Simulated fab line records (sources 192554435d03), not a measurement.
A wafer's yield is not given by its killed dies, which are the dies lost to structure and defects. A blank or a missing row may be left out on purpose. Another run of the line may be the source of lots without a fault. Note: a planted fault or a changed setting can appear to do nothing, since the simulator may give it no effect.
Chamber matching / flow n5-finfet / 3 sister chambers for N5_BEOL_M3_CO_CAP_55 on cvd-co-01
The step material Co, precursor CCTBA/H2, target thk 2 nm, time 102.1 s. 6 wafers are shown with their chamber, then 10 later ones without.

== WAFERS PAIRED WITH THEIR CHAMBERS ==
wafer=L085.2; chamber=1; heater-power-w (W)=229; susceptor-temp-C (C)=200.05
wafer=L088.2; chamber=2; heater-power-w (W)=236; susceptor-temp-C (C)=200.05
wafer=L088.3; chamber=0; heater-power-w (W)=237; susceptor-temp-C (C)=199.92
wafer=L088.6; chamber=0; heater-power-w (W)=235; susceptor-temp-C (C)=200.05
wafer=L087.1; chamber=2; heater-power-w (W)=233; susceptor-temp-C (C)=200.07
wafer=L087.3; chamber=1; heater-power-w (W)=230; susceptor-temp-C (C)=200.20

== WAFERS WITHOUT THEIR CHAMBER ==
wafer=L087.6; heater-power-w (W)=234; susceptor-temp-C (C)=200.11
wafer=L091.1; heater-power-w (W)=237; susceptor-temp-C (C)=199.85
wafer=L091.2; heater-power-w (W)=226; susceptor-temp-C (C)=200.14
wafer=L091.6; heater-power-w (W)=228; susceptor-temp-C (C)=199.98
wafer=L095.2; heater-power-w (W)=238; susceptor-temp-C (C)=200.13
wafer=L095.3; heater-power-w (W)=236; susceptor-temp-C (C)=200.03
wafer=L095.6; heater-power-w (W)=228; susceptor-temp-C (C)=199.98
wafer=L096.1; heater-power-w (W)=241; susceptor-temp-C (C)=199.94
wafer=L096.4; heater-power-w (W)=235; susceptor-temp-C (C)=200.12
wafer=L096.6; heater-power-w (W)=228; susceptor-temp-C (C)=200.18

== THE CHAMBER EACH PASSED THROUGH ==
wafer=L087.6; from the rows above=can't be placed: 2 or 0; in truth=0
wafer=L091.1; from the rows above=can't be placed: 0 or 2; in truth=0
wafer=L091.2; from the rows above=1; in truth=1
wafer=L091.6; from the rows above=1; in truth=1
wafer=L095.2; from the rows above=can't be placed: 0 or 2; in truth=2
wafer=L095.3; from the rows above=can't be placed: 0 or 2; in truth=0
wafer=L095.6; from the rows above=1; in truth=1
wafer=L096.1; from the rows above=can't be placed: 0 or 2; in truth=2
wafer=L096.4; from the rows above=can't be placed: 2 or 0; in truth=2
wafer=L096.6; from the rows above=1; in truth=1
4 of 10 placed correctly. Cannot be placed on the basis of these rows: 6; the candidates contain the true chamber in 6. Placed wrongly: 0.
How it was worked out, from the rows above alone: a wafer's distance from a chamber is the root of the sum, over the readings, of the square of ((its reading less the chamber's mean) divided by the reading's scatter). If the next closest chamber is less than 2 further off than the closest, the wafer can't be placed; otherwise it belongs to the closest. The mean given for a chamber averages the wafers shown for that chamber. The scatter: the root of (the sum of the squares of (reading less its chamber's mean) over the shown wafers, divided by (wafers less chambers)).
